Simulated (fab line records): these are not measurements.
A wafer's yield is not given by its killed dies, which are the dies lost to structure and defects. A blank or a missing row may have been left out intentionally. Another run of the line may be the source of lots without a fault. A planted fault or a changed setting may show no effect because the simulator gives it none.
Which tool did it? | flow nand harc | 11 lots, 33 wafers sampled, at 7 steps of a route of 1302

## WHAT EACH GAUGE READ, for each wafer
NHARC_A_BLC_INSPECT_12. Usual: raw defect count reads 81 (standard deviation 40).
lot  | measured     | on                | raw defect count | flag
L645 | day 22 19:50 | defect inspect-02 | 26 14 20         |
L646 | day 23 20:18 | defect inspect-01 | 109 107 101      |
L647 | day 23 21:01 | defect inspect-01 | 21 17 24         |
L648 | day 24 09:16 | defect inspect-02 | 66 70 82         |
L654 | day 27 05:14 | defect inspect-02 | 155 129 153      |
L655 | day 27 08:45 | defect inspect-01 | 93 99 91         |
L656 | day 27 10:31 | defect inspect-01 | 89 96 78         |
L657 | day 28 03:40 | defect inspect-01 | 69 79 62         |
L662 | day 30 07:29 | defect inspect-02 | 96 114 114       |
L664 | day 31 07:19 | defect inspect-01 | 86 78 71         |
L666 | day 31 13:52 | defect inspect-02 | 41 44 50         |

NHARC_A_M0_CD_MEAS_09 targets a cd of 80 nm. Usual: cd nm reads 80.0 nm (standard deviation 0.57).
lot  | measured     | on        | cd nm (nm)     | flag
L645 | day 22 23:44 | cd sem-01 | 80.2 80.1 79.8 |
L646 | day 24 00:14 | cd sem-01 | 79.1 80.0 78.8 |
L647 | day 24 00:53 | cd sem-03 | 79.8 80.0 79.2 |
L648 | day 24 13:26 | cd sem-02 | 81.3 80.2 81.5 |
L654 | day 27 09:35 | cd sem-01 | 95.8 96.1 95.8 | OFF
L655 | day 27 12:32 | cd sem-01 | 93.2 92.8 93.2 | OFF
L656 | day 27 14:53 | cd sem-03 | 89.8 90.3 89.7 | OFF
L657 | day 28 07:26 | cd sem-02 | 91.5 91.3 91.3 | OFF
L662 | day 30 11:44 | cd sem-01 | 80.4 81.0 80.1 |
L664 | day 31 11:24 | cd sem-02 | 79.8 79.5 79.9 |
L666 | day 31 17:58 | cd sem-03 | 79.7 79.0 79.8 |

NHARC_A_M0_CD_MEAS_16. Usual: cd nm reads 80.0 nm (standard deviation 0.85).
lot  | measured     | on        | cd nm (nm)     | flag
L645 | day 23 00:13 | cd sem-03 | 79.7 79.7 79.8 |
L646 | day 24 00:43 | cd sem-03 | 78.4 79.7 78.9 |
L647 | day 24 01:22 | cd sem-03 | 79.1 79.4 78.2 |
L648 | day 24 13:56 | cd sem-01 | 81.0 80.5 81.6 |
L654 | day 27 10:04 | cd sem-02 | 95.6 95.9 95.5 | OFF
L655 | day 27 13:01 | cd sem-01 | 92.1 92.6 91.9 | OFF
L656 | day 27 15:23 | cd sem-03 | 89.8 90.2 89.7 | OFF
L657 | day 28 07:55 | cd sem-02 | 92.2 91.1 91.0 | OFF
L662 | day 30 12:13 | cd sem-01 | 79.9 80.9 79.7 |
L664 | day 31 11:53 | cd sem-01 | 79.9 80.1 79.4 |
L666 | day 31 18:28 | cd sem-02 | 79.1 78.7 78.9 |

NHARC_END_SORT_01. Usual: defect limited yield is 91 % with standard deviation 3.4, killed at array is 55 with standard deviation 23, killed at other is 1.0 with standard deviation 1.2, killed at periphery is 3.2 with standard deviation 2.7, killed dies is 59 with standard deviation 23, killed open is 3.1 with standard deviation 1.6, and killed short is 2.2 with standard deviation 1.5.
lot  | measured     | on        | defect limited yield (%) | killed at array | killed at other | killed at periphery | killed dies | killed open | killed short | flag
L656 | day 29 09:08 | prober-01 | 91 92 93                 | 54 53 44        | 1 0 2           | 3 2 1               | 58 55 47    | 3 3 0       | 2 2 1        |

## WHAT TOOL EACH LOT RAN ON (gives the tool, then ch and the chambers of the sampled wafers, and finally the start)
lot  | NHARC_A_M0_EXPOSE_06               | NHARC_A_M0_DESCUM_14               | NHARC_A_M0_PRE_CLEAN_29
L645 | arfi scanner-01 ch 0, day 22 23:36 | rie diel-10 ch 1,3, day 22 23:55   | pvd sputter-01, no start
L646 | arfi scanner-02 ch 0, day 24 00:06 | rie diel-10 ch 0,1,2, day 24 00:25 | pvd sputter-03, no start
L647 | arfi scanner-02 ch 0, day 24 00:45 | rie diel-04 ch 2,3, day 24 01:04   | pvd sputter-02, no start
L648 | arfi scanner-03 ch 0, day 24 13:18 | rie diel-10 ch 0,3, day 24 13:38   | pvd sputter-01, no start
L654 | arfi scanner-02 ch 0, day 27 09:27 | rie diel-12 ch 0,1, day 27 09:46   | pvd sputter-03, no start
L655 | arfi scanner-02 ch 0, day 27 12:24 | rie diel-10 ch 2,3, day 27 12:43   | pvd sputter-01, no start
L656 | arfi scanner-02 ch 0, day 27 14:44 | rie diel-04 ch 0,2,3, day 27 15:05 | pvd sputter-01, day 29 09:08 or earlier
L657 | arfi scanner-02 ch 0, day 28 07:17 | rie diel-04 ch 0,3, day 28 07:37   | pvd sputter-01, no start
L662 | arfi scanner-03 ch 0, day 30 11:35 | rie diel-12 ch 0,2, day 30 11:55   | pvd sputter-02, no start
L664 | arfi scanner-01 ch 0, day 31 11:16 | rie diel-04 ch 2,3, day 31 11:35   | pvd sputter-03, no start
L666 | arfi scanner-01 ch 0, day 31 17:50 | rie diel-10 ch 0,2,3, day 31 18:10 | pvd sputter-01, no start
- NHARC_A_M0_EXPOSE_06: exposes mask A M0, target cd 80 nm.
- NHARC_A_M0_DESCUM_14: chemistry O2, time 3 s.
- NHARC_A_M0_PRE_CLEAN_29: time 30 s.

## AS READ BY THE TOOLS THEMSELVES (means over the sampled wafers that have a number; for cases with no such wafer, the mark the record gives instead)
NHARC_A_M0_EXPOSE_06. Usual: exposure dose mJ cm2 reads 83.25 (standard deviation 0.075).
lot  | tool            | exposure dose mJ cm2 | flag
L645 | arfi scanner-01 | 83.23                |
L646 | arfi scanner-02 | 83.21                |
L647 | arfi scanner-02 | 83.26                |
L648 | arfi scanner-03 | 83.23                |
L654 | arfi scanner-02 | 106.18               | OFF
L655 | arfi scanner-02 | 101.66               | OFF
L656 | arfi scanner-02 | 97.87                | OFF
L657 | arfi scanner-02 | 97.83                | OFF
L662 | arfi scanner-03 | 83.17                |
L664 | arfi scanner-01 | 83.35                |
L666 | arfi scanner-01 | 83.29                |

NHARC_A_M0_DESCUM_14. Usual: drypump motor current A 5.6 A, standard deviation 0.41; o2 flow sccm 200.0 sccm, standard deviation 0.59; oes product au 1.003 a.u., standard deviation 0.01; rf vpp V 57.9 V, standard deviation 0.87; showerhead plenum p Torr 1.91 Torr, standard deviation 0.072; throttle valve pct 11.310 %, standard deviation 0.0092.
lot  | tool        | drypump motor current A (A) | o2 flow sccm (sccm) | oes product au (a.u.) | rf vpp V (V) | showerhead plenum p Torr (Torr) | throttle valve pct (%) | flag
L645 | rie diel-10 | 5.7                         | 200.6               | 0.990                 | 57.2         | 1.96                            | 11.316                 |
L646 | rie diel-10 | 5.3                         | 200.3               | 1.000                 | 57.8         | 1.89                            | 11.317                 |
L647 | rie diel-04 | 6.2                         | 200.6               | 0.992                 | 58.3         | 1.96                            | 11.314                 |
L648 | rie diel-10 | 5.6                         | 199.8               | 0.999                 | 57.7         | 1.86                            | 11.317                 |
L654 | rie diel-12 | 5.5                         | 199.5               | 1.026                 | 58.5         | 1.96                            | 11.303                 |
L655 | rie diel-10 | 5.8                         | 200.3               | 1.007                 | 57.9         | 2.01                            | 11.316                 |
L656 | rie diel-04 | 6.0                         | 199.8               | 0.986                 | 57.5         | 1.92                            | 11.308                 |
L657 | rie diel-04 | 5.9                         | 200.2               | 0.998                 | 57.5         | 1.89                            | 11.311                 |
L662 | rie diel-12 | 5.3                         | 200.6               | 1.011                 | 57.5         | 1.89                            | 11.307                 |
L664 | rie diel-04 | 6.0                         | 199.7               | 1.002                 | 57.1         | 1.93                            | 11.294                 |
L666 | rie diel-10 | 5.6                         | 199.3               | 1.001                 | 57.2         | 1.94                            | 11.315                 |

NHARC_A_M0_PRE_CLEAN_29. Usual: heater power w reads 398 W (standard deviation 32).
lot  | tool           | heater power w (W) | flag
L645 | pvd sputter-01 | 400                |
L646 | pvd sputter-03 | 436                |
L647 | pvd sputter-02 | 398                |
L648 | pvd sputter-01 | 411                |
L654 | pvd sputter-03 | 416                |
L655 | pvd sputter-01 | 364                |
L656 | pvd sputter-01 | 397                |
L657 | pvd sputter-01 | 409                |
L662 | pvd sputter-02 | 424                |
L664 | pvd sputter-03 | 423                |
L666 | pvd sputter-01 | 375                |

## THE ANSWER, worked out from the rows above alone
Rule: take the mean of a lot's wafers that have a number; if it is more than 3 standard deviations from the usual mean, the lot is off. A lot without any number at a reading at which 4 lots or more have one is off too. Where the step has rows for the other lots, those lots are counted as sound. Order of review: gauges by route order, followed by the tools' own readings, for which a lot's mean as printed above is used. The first step at which some lot is off is used, and at that step the reading that is off furthest; a lot without a number counts as furthest.
Off, at NHARC_A_M0_CD_MEAS_09 on cd nm: L654, L655, L656, L657.
If a tool, at a process step before that reading, ran all the lots that are off and no sound lot after the first of them, it fits. Not tried: the gauges at NHARC_A_M0_CD_MEAS_09; whatever is off there is also off at NHARC_A_M0_EXPOSE_06, on other tools, and gauge error can't account for it. One fits: arfi scanner-02 at NHARC_A_M0_EXPOSE_06. Its last sound lot is L647 (day 24 00:45), its first lot that is off L654 (day 27 09:27): a fault that began between those two fits.
The tool's own readings at NHARC_A_M0_EXPOSE_06 bear it out: on the lots that are off they differ by more than 5 times the standard deviation of the sound lots' means. exposure dose mJ cm2 reads 100.89 there against 83.25 on the sound lots.

## WHAT THE SIMULATOR HAD INSERTED
Process parameter drift: arfi scanner-02, from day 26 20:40 on, at NHARC_A_M0_EXPOSE_06. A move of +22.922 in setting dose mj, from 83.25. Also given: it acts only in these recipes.
Shown lots that were struck: L654, L655, L656, L657. This agrees with what the rule above found.
